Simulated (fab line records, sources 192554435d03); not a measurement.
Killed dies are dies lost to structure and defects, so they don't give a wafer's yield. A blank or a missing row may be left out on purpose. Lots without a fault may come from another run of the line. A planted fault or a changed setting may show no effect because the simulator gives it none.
fab line records | flow n5_finfet | part 2 of 2: steps 4 to 6 of 6
record lots=24 wafers=72 last_day=17
route steps=1938 shown BEOL_M6@1254 BEOL_M7@1299
lots that met no fault: from a run of the same line without faults
start_h: hours from the record's first day to the start of the lot's first wafer shown | wait_h: hours since the lot's step before | " the same as in the row above | L1.1+2: a row that stands for several wafers | - no value, or no start given | * or withheld: withheld | < > ~ a bound
route shown NAME@n: a module of which the file shows steps, and the number in the route of the first | usual: mean/standard deviation of fault-free wafers | same: alike in all rows | chamber/n: place in a boat | sites: the reading at each site | _std_site: their standard deviation | _edge_site: outer sites' mean less inner sites' | radius_mm: how far each site lies from the wafer's centre | mask NAME#n: copy n | behind: the tool/chamber that last shaped the wafer | hold: why the lot was held/for how many hours/how that ended | device: the transistor (n, p or np) that didn't switch | end of line: the same wafers' tests at the end of the route | a step without rows: its recipe alone | killed: dies lost to structure and defects at the first sort, not the wafer's yield | map: a wafer's dies, x killed, . not, _ none there
set.NAME: the setting as run; set.NAME@STEP: as run at that earlier step | model.NAME: the simulator's own value behind a step, which no gauge read
steps of the route over a sample of lots; a table a step, a row a wafer
services: from which hour (start_h, from the record's first day; less than 0 if before it) a tool's chamber was out of use, for how many hours, and why
## steps
# step N5_BEOL_M7_ETCH_41
# recipe chemistry=CH3F/O2 target=SiCN target_depth_a=319 taper_deg=2 time_s=57.8 ion_energy_ev=120 mask_material=TiN pressure_mtorr=30 source_w=395 bias_w=75 Ar_flow_sccm=150 CH3F_flow_sccm=30 O2_flow_sccm=20
# usual CH3F_flow_sccm=29.99/0.085 drypump_motor_current_A=5.9/0.53 oes_product_au=0.77/0.081 rf_vpp_V=298.1/1.3 showerhead_plenum_p_Torr=2.04/0.055 throttle_valve_pct=16.31/0.18
# columns lot.wafer tool chamber start_h wait_h CH3F_flow_sccm drypump_motor_current_A oes_product_au rf_hours_counter_h rf_vpp_V showerhead_plenum_p_Torr throttle_valve_pct
L074.1 rie_diel-02 1 - - 30.01 5.7 0.75 159 299.0 1.99 16.07
L074.4 " 3 " " 30.06 5.6 0.96 6 301.2 2.14 15.97
L074.6 " 0 " " 30.20 5.1 0.69 - 298.3 2.06 16.44
L075.1 rie_diel-01 2 - - 30.00 5.7 0.70 200 299.9 2.07 16.07
L075.4 " 0 " " 29.88 5.8 0.90 28 297.5 2.03 16.24
L075.6 " 0 " " 30.03 5.8 0.91 - 299.2 2.03 16.23
L076.2 rie_diel-03 2 - - 30.01 4.9 0.88 18 296.2 1.97 16.13
L076.3 " 0 " " 29.99 6.7 0.75 126 297.0 2.03 16.41
L076.4 " 3 " " 30.02 6.0 0.71 185 298.0 2.06 16.44
L077.2 rie_diel-03 2 - - 30.07 4.8 0.87 20 295.7 1.97 16.12
L077.3 " 3 " " 30.06 6.0 0.71 187 298.9 2.06 16.46
L077.5 " 2 " " 29.84 4.9 0.88 - 296.1 1.97 16.13
L079.3 rie_diel-01 1 - - 29.87 5.9 0.85 58 300.1 2.12 16.19
L079.4 " 3 " " 29.91 6.3 0.71 - 296.5 1.98 16.33
L079.5 " 1 " " 30.08 5.9 0.85 - 299.0 2.12 16.17
L078.1 rie_diel-03 1 - - 29.75 6.1 0.73 179 298.7 2.09 16.53
L078.2 " 3 " " 30.05 6.0 0.71 189 299.4 2.06 16.45
L078.3 " 2 " " 29.91 4.9 0.87 23 296.9 1.97 16.13
L080.2 rie_diel-02 1 - - 29.97 5.8 0.74 169 298.6 1.99 16.10
L080.3 " 0 " " 30.03 5.1 0.68 240 299.1 2.05 16.45
L080.6 " 3 " " 30.00 5.6 0.94 - 299.6 2.14 16.00
L082.1 rie_diel-02 3 - - 29.91 5.6 0.93 16 301.3 2.14 16.00
L082.4 " 0 " " 29.99 5.1 0.68 241 298.5 2.05 16.45
L082.5 " 0 " " 30.03 5.1 0.69 - 299.1 2.05 16.46
L081.2 rie_diel-01 3 - - 29.98 6.3 0.71 202 296.9 1.98 16.33
L081.3 " 0 " " 29.81 5.8 0.89 36 297.8 2.03 16.27
L081.4 " 2 " " 29.97 5.7 0.71 211 298.5 2.06 16.10
L083.1 rie_diel-03 0 - - 29.94 6.7 0.75 135 298.4 2.02 16.43
L083.5 " 3 " " 29.85 6.0 0.71 - 297.9 2.06 16.46
L083.6 " 2 " " 29.97 4.8 0.87 - 296.0 1.97 16.14
L084.1 rie_diel-01 2 - - 29.89 5.7 0.70 218 297.3 2.06 16.11
L084.2 " 1 " " 29.91 5.9 0.83 69 299.5 2.12 16.18
L084.4 " 3 " " 29.95 6.3 0.72 209 296.2 1.98 16.34
L085.3 rie_diel-03 1 - - 30.01 6.1 0.71 195 299.0 2.09 16.54
L085.4 " 2 " " 29.96 4.9 0.83 39 295.6 1.97 16.16
L085.5 " 0 " " 30.09 6.7 0.73 - 296.7 2.02 16.47
L086.1 rie_diel-02 3 - - 29.94 5.5 0.90 33 299.9 2.13 16.01
L086.2 " 2 " " 30.03 6.5 0.69 226 296.9 1.97 16.53
L086.4 " 1 " " 30.13 5.8 0.72 - 297.1 1.99 16.13
L087.2 rie_diel-03 2 - - 30.02 4.9 0.84 40 297.3 1.97 16.17
L087.4 " 1 " " 30.09 6.1 0.71 196 298.5 2.09 16.55
L087.5 " 2 " " 29.98 4.9 0.84 - 297.8 1.97 16.16
L088.3 rie_diel-01 3 - - 29.94 6.3 0.71 215 296.3 1.98 16.36
L088.4 " 0 " " 29.99 5.8 0.86 48 297.4 2.03 16.28
L088.5 " 2 " " 30.10 5.7 0.70 - 297.6 2.06 16.12
L089.1 rie_diel-03 3 - - 29.95 6.0 0.70 206 297.4 2.05 16.50
L089.2 " 2 " " 30.00 4.9 0.84 41 295.8 1.97 16.18
L089.6 " 2 " " 30.12 4.9 0.84 - 296.0 1.97 16.17
L091.3 rie_diel-03 1 - - 29.92 6.0 0.70 203 299.1 2.08 16.58
L091.4 " 0 " " 30.03 6.8 0.73 - 297.5 2.02 16.46
L091.5 " 2 " " 29.85 4.8 0.83 - 297.7 1.96 16.18
L090.1 rie_diel-01 1 - - 29.98 5.9 0.83 80 299.6 2.11 16.21
L090.4 " 0 " " 30.01 5.8 0.86 54 298.5 2.02 16.30
L090.5 " 1 " " 29.94 5.9 0.83 - 299.3 2.11 16.19
L092.1 rie_diel-03 2 - - 29.99 4.9 0.83 49 296.8 1.96 16.19
L092.2 " 1 " " 29.85 6.1 0.70 204 298.7 2.08 16.58
L092.5 " 0 " " 29.96 6.8 0.73 - 297.0 2.02 16.46
L093.3 rie_diel-01 1 - - 30.00 5.9 0.82 85 298.8 2.11 16.22
L093.4 " 1 " " 30.03 5.9 0.83 - 299.5 2.11 16.22
L093.6 " 0 " " 29.94 5.8 0.86 - 298.5 2.02 16.30
L094.1 rie_diel-03 1 - - 30.11 6.1 0.70 211 297.3 2.08 16.57
L094.4 " 0 " " 30.10 6.7 0.73 161 297.0 2.02 16.49
L094.5 " 0 " " 30.04 6.7 0.73 - 297.3 2.02 16.49
L095.1 rie_diel-02 1 - - 29.78 5.8 0.72 205 297.5 1.98 16.16
L095.4 " 3 " " 29.98 5.6 0.86 53 300.1 2.12 16.07
L095.6 " 2 " " 29.86 6.4 0.68 - 297.8 1.97 16.57
L096.3 rie_diel-01 0 - - 30.03 5.8 0.84 65 298.0 2.02 16.31
L096.5 " 1 " " 29.88 5.9 0.81 - 299.1 2.11 16.22
L096.6 " 0 " " 30.08 5.8 0.85 - 297.6 2.02 16.33
L097.1 rie_diel-02 2 - - 29.97 6.4 0.68 247 296.7 1.97 16.59
L097.2 " 0 " " 29.99 5.0 0.94 9 297.9 2.05 15.95
L097.5 " 2 " " 29.95 6.5 0.69 - 296.7 1.97 16.57
# step N5_BEOL_M7_DEGAS_44
# recipe ambient=vacuum temp_c=250 time_s=60
# usual heater_power_w=322/24
# columns lot.wafer tool chamber start_h wait_h heater_power_w
L074.1 pvd_sputter-03 - 192.89 0.6 299
L074.4 " - " " 332
L074.6 " - " " 281
L075.1 pvd_sputter-03 - 195.69 0.4 321
L075.4 " - " " 278
L075.6 " - " " 278
L076.2 pvd_sputter-03 - 207.21 2.3 339
L076.3 " - " " 306
L076.4 " - " " 322
L077.2 pvd_sputter-03 - 211.19 0.6 281
L077.3 " - " " 339
L077.5 " - " " 332
L079.3 pvd_sputter-02 - 219.56 0.2 357
L079.4 " - " " 359
L079.5 " - " " 360
L078.1 pvd_sputter-03 - 220.54 0.5 284
L078.2 " - " " 333
L078.3 " - " " 328
L080.2 pvd_sputter-03 - 226.04 0.4 307
L080.3 " - " " 343
L080.6 " - " " 339
L082.1 pvd_sputter-03 - 228.24 1.7 320
L082.4 " - " " 284
L082.5 " - " " 341
L081.2 pvd_sputter-01 - 230.71 1.4 344
L081.3 " - " " 309
L081.4 " - " " 306
L083.1 pvd_sputter-01 - 231.51 0.6 360
L083.5 " - " " 359
L083.6 " - " " 342
L084.1 pvd_sputter-03 - 251.94 0.4 323
L084.2 " - " " 332
L084.4 " - " " 287
L085.3 pvd_sputter-01 - 267.15 0.2 341
L085.4 " - " " 357
L085.5 " - " " 301
L086.1 pvd_sputter-03 - 267.38 0.3 282
L086.2 " - " " 329
L086.4 " - " " 306
L087.2 pvd_sputter-02 - 269.60 0.3 350
L087.4 " - " " 356
L087.5 " - " " 311
L088.3 pvd_sputter-03 - 270.18 0.3 305
L088.4 " - " " 281
L088.5 " - " " 318
L089.1 pvd_sputter-03 - 275.68 0.4 283
L089.2 " - " " 331
L089.6 " - " " 332
L091.3 pvd_sputter-02 - 290.30 0.2 359
L091.4 " - " " 361
L091.5 " - " " 358
L090.1 pvd_sputter-01 - 290.59 0.4 314
L090.4 " - " " 355
L090.5 " - " " 305
L092.1 pvd_sputter-03 - 292.72 0.5 305
L092.2 " - " " 319
L092.5 " - " " 321
L093.3 pvd_sputter-03 - 308.28 0.4 312
L093.4 " - " " 284
L093.6 " - " " 322
L094.1 pvd_sputter-01 - 315.16 0.7 363
L094.4 " - " " 300
L094.5 " - " " 350
L095.1 pvd_sputter-01 - 321.58 0.3 313
L095.4 " - " " 358
L095.6 " - " " 319
L096.3 pvd_sputter-03 - 322.25 0.6 331
L096.5 " - " " 282
L096.6 " - " " 299
L097.1 pvd_sputter-02 - 326.09 1.7 318
L097.2 " - " " 351
L097.5 " - " " 322
# step N5_BEOL_M7_DEP_56
# recipe material=SiCN target_thk_a=100 temp_c=withheld precursor=3MS/NH3 pressure_torr=3 rf_w=202 time_s=17.5
# usual showerhead_plenum_p_Torr=3.662/0.012 throttle_valve_pct=9.02/0.3
# columns lot.wafer tool chamber start_h wait_h showerhead_plenum_p_Torr throttle_valve_pct
L074.1 pecvd-04 0 196.61 0.0 3.638 9.28
L074.4 " 2 " " 3.672 8.61
L074.6 " 1 " " 3.688 8.97
L075.1 pecvd-02 1 197.32 0.0 3.661 9.33
L075.4 " 2 " " 3.666 9.21
L075.6 " 1 " " 3.665 9.12
L076.2 pecvd-02 1 208.97 0.0 3.658 9.09
L076.3 " 0 " " 3.668 8.80
L076.4 " 1 " " 3.664 9.45
L077.2 pecvd-04 1 213.03 0.0 3.678 9.16
L077.3 " 0 " " 3.657 9.35
L077.5 " 2 " " 3.663 8.61
L079.3 pecvd-04 1 221.02 0.0 3.689 8.99
L079.4 " 0 " " 3.653 9.06
L079.5 " 1 " " 3.692 8.67
L078.1 pecvd-01 0 223.13 0.0 3.649 9.10
L078.2 " 2 " " 3.668 8.84
L078.3 " 1 " " 3.649 9.37
L080.2 pecvd-04 2 229.00 0.0 3.670 8.62
L080.3 " 1 " " 3.685 9.18
L080.6 " 0 " " 3.641 8.96
L082.1 pecvd-01 1 230.15 0.0 3.649 9.42
L082.4 " 2 " " 3.661 8.72
L082.5 " 0 " " 3.663 8.84
L081.2 pecvd-01 2 232.19 0.0 3.666 8.95
L081.3 " 1 " " 3.649 9.56
L081.4 " 0 " " 3.657 8.82
L083.1 pecvd-01 2 234.12 0.0 3.659 8.89
L083.5 " 0 " " 3.660 8.87
L083.6 " 2 " " 3.676 8.59
L084.1 pecvd-04 2 253.70 0.0 3.664 8.84
L084.2 " 1 " " 3.687 9.10
L084.4 " 1 " " 3.687 8.90
L085.3 pecvd-01 1 268.97 0.0 3.653 9.25
L085.4 " 1 " " 3.648 9.67
L085.5 " 2 " " 3.671 8.93
L086.1 pecvd-02 1 269.56 0.0 3.653 9.24
L086.2 " 2 " " 3.653 8.59
L086.4 " 0 " " 3.669 8.67
L087.2 pecvd-04 2 271.14 0.0 3.664 8.67
L087.4 " 1 " " 3.675 8.90
L087.5 " 0 " " 3.657 9.01
L088.3 pecvd-01 2 271.66 0.0 3.659 8.90
L088.4 " 1 " " 3.657 9.31
L088.5 " 2 " " 3.662 9.06
L089.1 pecvd-01 2 278.02 0.0 3.664 9.00
L089.2 " 1 " " 3.650 9.38
L089.6 " 1 " " 3.658 9.20
L091.3 pecvd-01 2 292.66 0.0 3.665 8.93
L091.4 " 1 " " 3.666 9.40
L091.5 " 2 " " 3.668 8.80
L090.1 pecvd-01 2 292.74 0.0 3.665 8.87
L090.4 " 2 " " 3.665 8.87
L090.5 " 1 " " 3.661 9.52
L092.1 pecvd-02 1 294.31 0.0 3.656 9.18
L092.2 " 2 " " 3.664 8.52
L092.5 " 1 " " 3.661 9.33
L093.3 pecvd-04 0 309.78 0.0 3.641 9.51
L093.4 " 2 " " 3.672 8.75
L093.6 " 1 " " 3.678 8.92
L094.1 pecvd-04 1 320.08 0.0 3.700 9.06
L094.4 " 1 " " 3.691 9.00
L094.5 " 2 " " 3.676 8.67
L095.1 pecvd-01 1 323.90 0.0 3.642 9.41
L095.4 " 1 " " 3.653 9.40
L095.6 " 0 " " 3.650 8.81
L096.3 pecvd-01 1 324.97 0.0 3.643 9.47
L096.5 " 1 " " 3.645 9.54
L096.6 " 0 " " 3.670 8.84
L097.1 pecvd-01 0 327.72 0.0 3.651 8.89
L097.2 " 2 " " 3.666 8.73
L097.5 " 0 " " 3.656 9.16
## services
# columns tool chamber start_h hours kind
pecvd-01 - 167.15 7.7 repair
rie_diel-03 - 172.67 0.3 repair
rie_diel-03 1 193.13 8.5 repair
pecvd-02 2 202.38 - clean
pecvd-02 2 202.38 - consumable_replace:showerhead
pecvd-02 2 202.38 29.0 scheduled_down
pecvd-04 2 218.71 5.5 scheduled_down
pecvd-02 1 220.64 5.0 repair
rie_diel-03 - 236.51 0.3 repair
rie_diel-02 2 244.08 21.0 repair
pecvd-01 - 246.76 2.8 pm
rie_diel-03 0 253.64 2.0 repair
rie_diel-02 0 254.95 14.4 repair
pecvd-01 0 274.91 19.8 repair
rie_diel-02 3 282.57 1.5 repair
rie_diel-03 3 285.32 6.0 repair
rie_diel-01 - 290.73 2.8 pm
rie_diel-01 2 293.58 40.7 repair
pecvd-04 1 311.01 5.5 scheduled_down
pvd_sputter-02 - 316.01 7.5 repair
pecvd-02 - 316.90 14.6 pm
rie_diel-02 2 324.02 3.9 repair
pecvd-04 - 324.94 0.9 repair
rie_diel-01 1 326.23 2.7 repair
